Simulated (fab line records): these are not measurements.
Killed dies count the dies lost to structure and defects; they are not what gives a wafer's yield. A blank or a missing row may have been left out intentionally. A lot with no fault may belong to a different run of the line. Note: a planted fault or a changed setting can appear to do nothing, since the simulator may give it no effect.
Which tool did it? | flow nand harc | Sampling: 12 lots, 36 wafers, 3 of 1302 route steps

## WHAT THE GAUGES READ, wafer by wafer
NHARC_A_CHANNEL_FILL_D2_THK_MEAS_06: measures by ellipsometry.
lot  | measured     | on            | thk nm (nm)
L075 | day 15 15:00 | film metro-01 | 3.4 6.2 4.8
L076 | day 15 18:48 | film metro-01 | 3.3 5.0 5.2
L079 | day 17 13:28 | film metro-01 | 5.5 5.5 4.9
L080 | day 18 09:35 | film metro-02 | 5.8 5.1 4.1
L085 | day 19 06:06 | film metro-01 | 7.0 5.5 5.1
L084 | day 19 06:07 | film metro-02 | 3.9 5.3 6.6
L086 | day 20 09:59 | film metro-02 | 4.7 6.3 2.8
L088 | day 20 15:28 | film metro-01 | 4.1 2.7 6.3
L092 | day 22 11:38 | film metro-01 | 2.6 5.3 4.7
L091 | day 22 11:38 | film metro-02 | 5.3 7.1 5.4
L095 | day 24 04:20 | film metro-01 | 4.6 2.7 3.7
L097 | day 24 13:52 | film metro-02 | 5.4 4.2 4.7

## TOOL THAT RAN EACH LOT (tool first, then ch and the chambers of the sampled wafers, then the start)
lot  | NHARC_A_CHANNEL_HOLE_D2_ETCH_23  | NHARC_A_CHANNEL_FILL_D2_ETCHBACK_20
L075 | har etch-01 ch 0,1, day 13 21:02 | rie diel-02 ch 0,2,3, day 15 01:49
L076 | har etch-01 ch 0,1, day 14 05:16 | rie diel-02 ch 0,2,3, day 15 07:26
L079 | har etch-02 ch 0,1, day 15 19:04 | rie diel-02 ch 0,1, day 17 00:29
L080 | har etch-02 ch 0,1, day 16 14:10 | rie diel-02 ch 1,2,3, day 17 21:08
L085 | har etch-02 ch 0,1, day 17 11:40 | rie diel-04 ch 0,1,3, day 18 18:28
L084 | har etch-02 ch 0,1, day 17 15:42 | rie diel-02 ch 0,3, day 18 18:32
L086 | har etch-02 ch 0,1, day 18 17:38 | rie diel-01 ch 0,1,2, day 19 22:41
L088 | har etch-01 ch 0,1, day 19 00:49 | rie diel-01 ch 0,1, day 20 03:37
L092 | har etch-02 ch 0,1, day 20 18:03 | rie diel-02 ch 0,2,3, day 21 23:46
L091 | har etch-01 ch 0,1, day 20 22:36 | rie diel-01 ch 1,2, day 22 02:28
L095 | har etch-02 ch 0, day 22 09:16   | rie diel-01 ch 0,2,3, day 23 15:35
L097 | har etch-02 ch 0,1, day 22 19:56 | rie diel-01 ch 0,1,2, day 24 01:47
- NHARC_A_CHANNEL_HOLE_D2_ETCH_23: etches the open film in C4F8/O2/Ar, time 819 s, target depth 1600 nm.
- NHARC_A_CHANNEL_FILL_D2_ETCHBACK_20: etches the open film in C4F8/O2/Ar, target depth 27 nm, time 13.5 s.

## THE ANSWER, worked out from the rows above alone
Rule: the lots themselves supply what counts as usual. Put in order of their means at a reading, lots are off if they are a third of the lots or fewer, leave a main group of 4 or more, and stand apart from it by a gap of 3 or more times the standard deviation of the main group's means; of several such gaps the widest counts. A main group is skipped when, at the precision printed for the reading in the tables above, its means are all equal. Also off: a lot with no number at a reading for which 4 or more lots have one. All remaining lots with rows at the step are treated as sound.
Nothing can be told from this: no lot is off at any reading shown.

## WHAT WAS PUT IN BY THE SIMULATOR
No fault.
